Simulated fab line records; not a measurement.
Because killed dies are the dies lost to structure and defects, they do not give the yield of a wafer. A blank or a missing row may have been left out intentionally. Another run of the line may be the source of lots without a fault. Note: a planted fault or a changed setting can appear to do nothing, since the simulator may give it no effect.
Matching of chambers / flow n5 finfet / N5_BEOL_M4_ILD_DEP_00 on pecvd-02: 3 sister chambers
The step deposits SiOC from DEMS/O2, target thk 79 nm, time 15.3 s. 18 wafers are shown with their chamber, then 9 later ones without.

== EACH WAFER AND ITS CHAMBER ==
wafer=L074.1; chamber=2; throttle valve pct (%)=11.6; heater power w (W)=541; showerhead plenum p Torr (Torr)=5.685
wafer=L074.2; chamber=1; throttle valve pct (%)=11.9; heater power w (W)=448; showerhead plenum p Torr (Torr)=5.713
wafer=L074.3; chamber=0; throttle valve pct (%)=12.8; heater power w (W)=464; showerhead plenum p Torr (Torr)=5.704
wafer=L075.3; chamber=0; throttle valve pct (%)=13.0; heater power w (W)=558; showerhead plenum p Torr (Torr)=5.693
wafer=L075.4; chamber=1; throttle valve pct (%)=11.5; heater power w (W)=434; showerhead plenum p Torr (Torr)=5.707
wafer=L075.6; chamber=0; throttle valve pct (%)=12.8; heater power w (W)=579; showerhead plenum p Torr (Torr)=5.718
wafer=L078.2; chamber=2; throttle valve pct (%)=11.7; heater power w (W)=578; showerhead plenum p Torr (Torr)=5.693
wafer=L078.4; chamber=2; throttle valve pct (%)=11.6; heater power w (W)=560; showerhead plenum p Torr (Torr)=5.701
wafer=L078.5; chamber=1; throttle valve pct (%)=11.6; heater power w (W)=432; showerhead plenum p Torr (Torr)=5.722
wafer=L080.1; chamber=1; throttle valve pct (%)=12.0; heater power w (W)=407; showerhead plenum p Torr (Torr)=5.722
wafer=L080.4; chamber=0; throttle valve pct (%)=12.8; heater power w (W)=551; showerhead plenum p Torr (Torr)=5.706
wafer=L080.6; chamber=1; throttle valve pct (%)=11.6; heater power w (W)=424; showerhead plenum p Torr (Torr)=5.712
wafer=L086.1; chamber=1; throttle valve pct (%)=11.5; heater power w (W)=415; showerhead plenum p Torr (Torr)=5.706
wafer=L086.2; chamber=2; throttle valve pct (%)=11.6; heater power w (W)=504; showerhead plenum p Torr (Torr)=5.694
wafer=L086.4; chamber=1; throttle valve pct (%)=11.7; heater power w (W)=425; showerhead plenum p Torr (Torr)=5.704
wafer=L089.3; chamber=2; throttle valve pct (%)=11.6; heater power w (W)=600; showerhead plenum p Torr (Torr)=5.684
wafer=L089.4; chamber=2; throttle valve pct (%)=11.7; heater power w (W)=605; showerhead plenum p Torr (Torr)=5.682
wafer=L089.5; chamber=1; throttle valve pct (%)=11.9; heater power w (W)=453; showerhead plenum p Torr (Torr)=5.702

SIGNATURES (averages over the wafers above)
reading=throttle valve pct; chamber 0=12.850; chamber 1=11.713; chamber 2=11.633; scatter within a chamber=0.144
reading=heater power w; chamber 0=538.00; chamber 1=429.75; chamber 2=564.67; scatter within a chamber=33.4
reading=showerhead plenum p Torr; chamber 0=5.70525; chamber 1=5.71100; chamber 2=5.68983; scatter within a chamber=0.00818
Rule: a wafer's distance from a chamber is the root of the sum, over the readings, of the square of ((its reading less the chamber's mean) divided by the reading's scatter). The wafer belongs to the nearest chamber; if the next one is less than 2 further off, it can't be placed. The scatter: the root of (the sum of the squares of (reading less its chamber's mean) over the shown wafers, divided by (wafers less chambers)).

== WAFERS WITHOUT THEIR CHAMBER ==
wafer=L092.2; throttle valve pct (%)=11.8; heater power w (W)=486; showerhead plenum p Torr (Torr)=5.710
wafer=L092.5; throttle valve pct (%)=11.7; heater power w (W)=384; showerhead plenum p Torr (Torr)=5.702
wafer=L092.6; throttle valve pct (%)=13.0; heater power w (W)=553; showerhead plenum p Torr (Torr)=5.699
wafer=L093.1; throttle valve pct (%)=11.7; heater power w (W)=451; showerhead plenum p Torr (Torr)=5.713
wafer=L093.2; throttle valve pct (%)=11.6; heater power w (W)=547; showerhead plenum p Torr (Torr)=5.695
wafer=L093.3; throttle valve pct (%)=12.8; heater power w (W)=565; showerhead plenum p Torr (Torr)=5.682
wafer=L096.1; throttle valve pct (%)=11.5; heater power w (W)=537; showerhead plenum p Torr (Torr)=5.667
wafer=L096.2; throttle valve pct (%)=12.6; heater power w (W)=535; showerhead plenum p Torr (Torr)=5.695
wafer=L096.4; throttle valve pct (%)=11.6; heater power w (W)=482; showerhead plenum p Torr (Torr)=5.718

== CHAMBER TAKEN BY EACH ==
wafer=L092.2; from the rows above=can't be placed: 1 or 2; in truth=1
wafer=L092.5; from the rows above=1; in truth=1
wafer=L092.6; from the rows above=0; in truth=0
wafer=L093.1; from the rows above=1; in truth=1
wafer=L093.2; from the rows above=2; in truth=2
wafer=L093.3; from the rows above=0; in truth=0
wafer=L096.1; from the rows above=2; in truth=2
wafer=L096.2; from the rows above=0; in truth=0
wafer=L096.4; from the rows above=1; in truth=1
Correctly placed: 8 of 9. Can't be placed from these rows: 1 (the true chamber is among the candidates in 1). Placed wrongly: 0.
